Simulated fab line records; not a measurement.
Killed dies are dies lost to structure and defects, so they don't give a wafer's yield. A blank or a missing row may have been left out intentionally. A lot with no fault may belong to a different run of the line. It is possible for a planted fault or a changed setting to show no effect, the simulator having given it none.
Which tool was responsible? / flow n5Finfet / 33 wafers from 11 lots sampled at 3 of the route's 1938 steps

WHAT THE GAUGES READ, wafer by wafer
N5_BEOL_M15_OVL_MEAS_29.
lot=L730; measured=day 12 08:06; on=overlay-01; M15_OVL (nm)=4 7 -2
lot=L731; measured=day 12 09:14; on=overlay-02; M15_OVL (nm)=4 2 2
lot=L735; measured=day 15 15:47; on=overlay-02; M15_OVL (nm)=8 1 1
lot=L740; measured=day 17 04:12; on=overlay-02; M15_OVL (nm)=-2 4 -3
lot=L743; measured=day 17 05:21; on=overlay-02; M15_OVL (nm)=116 125 124
lot=L745; measured=day 17 10:03; on=overlay-01; M15_OVL (nm)=111 119 114
lot=L746; measured=day 17 21:19; on=overlay-01; M15_OVL (nm)=1 1 6
lot=L744; measured=day 18 20:04; on=overlay-01; M15_OVL (nm)=109 107 108
lot=L751; measured=day 18 21:39; on=overlay-02; M15_OVL (nm)=-2 0 3
lot=L752; measured=day 19 04:37; on=overlay-01; M15_OVL (nm)=5 0 4
lot=L753; measured=day 19 11:32; on=overlay-01; M15_OVL (nm)=6 10 4

TOOL THAT RAN EACH LOT (tool first, then ch and the chambers of the sampled wafers, then the start)
lot=L730; N5_BEOL_M15_ETCH_59=rieDiel-06 ch 0,1,3, day 12 06:43; N5_BEOL_M15_EXPOSE_25=krfScanner-02 ch 0, day 12 07:54
lot=L731; N5_BEOL_M15_ETCH_59=rieDiel-06 ch 0,1,2, day 12 07:49; N5_BEOL_M15_EXPOSE_25=krfScanner-02 ch 0, day 12 09:02
lot=L735; N5_BEOL_M15_ETCH_59=rieDiel-04 ch 0,1,2, day 15 14:24; N5_BEOL_M15_EXPOSE_25=krfScanner-02 ch 0, day 15 15:35
lot=L740; N5_BEOL_M15_ETCH_59=rieDiel-04 ch 0,1,2, day 17 02:40; N5_BEOL_M15_EXPOSE_25=krfScanner-02 ch 0, day 17 04:00
lot=L743; N5_BEOL_M15_ETCH_59=rieDiel-04 ch 1,2, day 17 03:56; N5_BEOL_M15_EXPOSE_25=krfScanner-02 ch 0, day 17 05:09
lot=L745; N5_BEOL_M15_ETCH_59=rieDiel-06 ch 1,3, day 17 08:31; N5_BEOL_M15_EXPOSE_25=krfScanner-02 ch 0, day 17 09:51
lot=L746; N5_BEOL_M15_ETCH_59=rieDiel-02 ch 0,1,3, day 17 19:35; N5_BEOL_M15_EXPOSE_25=krfScanner-01 ch 0, day 17 21:07
lot=L744; N5_BEOL_M15_ETCH_59=rieDiel-06 ch 0,1,2, day 18 18:41; N5_BEOL_M15_EXPOSE_25=krfScanner-02 ch 0, day 18 19:52
lot=L751; N5_BEOL_M15_ETCH_59=rieDiel-06 ch 0,3, day 18 20:09; N5_BEOL_M15_EXPOSE_25=krfScanner-01 ch 0, day 18 21:28
lot=L752; N5_BEOL_M15_ETCH_59=rieDiel-06 ch 0,1,2, day 19 03:07; N5_BEOL_M15_EXPOSE_25=krfScanner-01 ch 0, day 19 04:25
lot=L753; N5_BEOL_M15_ETCH_59=rieDiel-02 ch 1,2,3, day 19 10:02; N5_BEOL_M15_EXPOSE_25=krfScanner-01 ch 0, day 19 11:20
- N5_BEOL_M15_ETCH_59: etches BARC in N2/H2, target depth 89 nm, overetch 26.7 nm, time 67.9 s.
- N5_BEOL_M15_EXPOSE_25: exposes mask M15, target cd 400 nm.

THE ANSWER, worked out from the rows above alone
Rule: usual is defined by the lots themselves. Put in order of their means at a reading, lots are off if they are a third of the lots or fewer, leave a main group of 4 or more, and stand apart from it by a gap of 3 or more times the standard deviation of the main group's means; of several such gaps the widest counts. The tables above print the reading to a certain number of digits; a main group whose means all agree to those digits is not used. A lot without any number at a reading at which 4 lots or more have one is off too. Any other lot the step has rows for is counted as sound.
Off: L743, L745, L744, seen at N5_BEOL_M15_OVL_MEAS_29 (M15_OVL). The main group: mean 3 nm, standard deviation 2.
If a tool, at a process step before that reading, ran all the lots that are off and no sound lot after the first of them, it fits. Those tools and the gauges at N5_BEOL_M15_OVL_MEAS_29 are tried in the same way. One fits: krfScanner-02 at N5_BEOL_M15_EXPOSE_25. A fault onset in the window from L740 (day 17 04:00, its last sound lot) to L743 (day 17 05:09, its first lot off) fits.

WHAT THE SIMULATOR HAD PUT IN
Scanner matching overlay: krfScanner-02, from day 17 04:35 on, at N5_BEOL_M15_EXPOSE_25. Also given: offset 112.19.
Shown lots that were struck: L743, L745, L744. Same finding as the rule above.
